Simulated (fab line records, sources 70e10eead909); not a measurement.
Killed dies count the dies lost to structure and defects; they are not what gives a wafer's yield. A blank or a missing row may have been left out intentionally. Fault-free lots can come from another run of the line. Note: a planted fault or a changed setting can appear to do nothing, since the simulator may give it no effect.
Which tool was responsible? -- flow nand-harc -- 7 lots with 21 wafers sampled at 3 steps, on a route of 1302 steps

== WHAT THE GAUGES READ, wafer by wafer ==
NHARC_P_M0_CD_MEAS_09: target cd 90 nm.
lot,measured,on,cd-nm (nm)
L828,day 6 18:43,cd-sem-03,91.0 91.4 91.8
L830,day 8 02:29,cd-sem-02,90.6 90.4 91.8
L833,day 9 09:28,cd-sem-01,91.3 91.3 91.4
L835,day 9 20:57,cd-sem-02,89.8 91.9 90.7
L837,day 10 16:54,cd-sem-03,90.3 90.1 90.4
L840,day 12 00:56,cd-sem-03,90.8 90.8 90.8
L848,day 15 08:25,cd-sem-01,90.4 89.7 90.4

== WHICH TOOL RAN EACH LOT (tool, then ch and the chambers of the sampled wafers, then the start) ==
lot,NHARC_P_CONTACT_PVD_32,NHARC_P_CONTACT_CMP_24
L828,"pvd-sputter-01, day 6 17:25 or earlier","cmp-04 ch 0,1,2, day 6 17:25"
L830,"pvd-sputter-03, day 8 01:11 or earlier","cmp-01 ch 1,2, day 8 01:11"
L833,"pvd-sputter-03, day 9 08:10 or earlier","cmp-04 ch 0,1,3, day 9 08:10"
L835,"pvd-sputter-02, day 9 19:41 or earlier","cmp-03 ch 1,2,3, day 9 19:41"
L837,"pvd-sputter-02, day 10 15:40 or earlier","cmp-01 ch 1,2,3, day 10 15:40"
L840,"pvd-sputter-03, day 11 23:43 or earlier","cmp-03 ch 0,2,3, day 11 23:43"
L848,"pvd-sputter-01, day 15 07:16 or earlier","cmp-01 ch 0,2, day 15 07:16"
- NHARC_P_CONTACT_PVD_32: deposits Ti, target thk 5 nm, time 17.7 s.
- NHARC_P_CONTACT_CMP_24: polishes, t overpolish 30 s, target thk 200 nm.

== THE ANSWER, worked out from the rows above alone ==
Rule: what is usual is taken from the lots themselves. Put in order of their means at a reading, lots are off if they are a third of the lots or fewer, leave a main group of 4 or more, and stand apart from it by a gap of 3 or more times the standard deviation of the main group's means; of several such gaps the widest counts. A main group is skipped when, at the precision printed for the reading in the tables above, its means are all equal. A lot without any number at a reading at which 4 lots or more have one is off too. All remaining lots with rows at the step are treated as sound.
None of the lots is off at any reading shown; this tells nothing.

== WHAT HAD BEEN PUT IN BY THE SIMULATOR ==
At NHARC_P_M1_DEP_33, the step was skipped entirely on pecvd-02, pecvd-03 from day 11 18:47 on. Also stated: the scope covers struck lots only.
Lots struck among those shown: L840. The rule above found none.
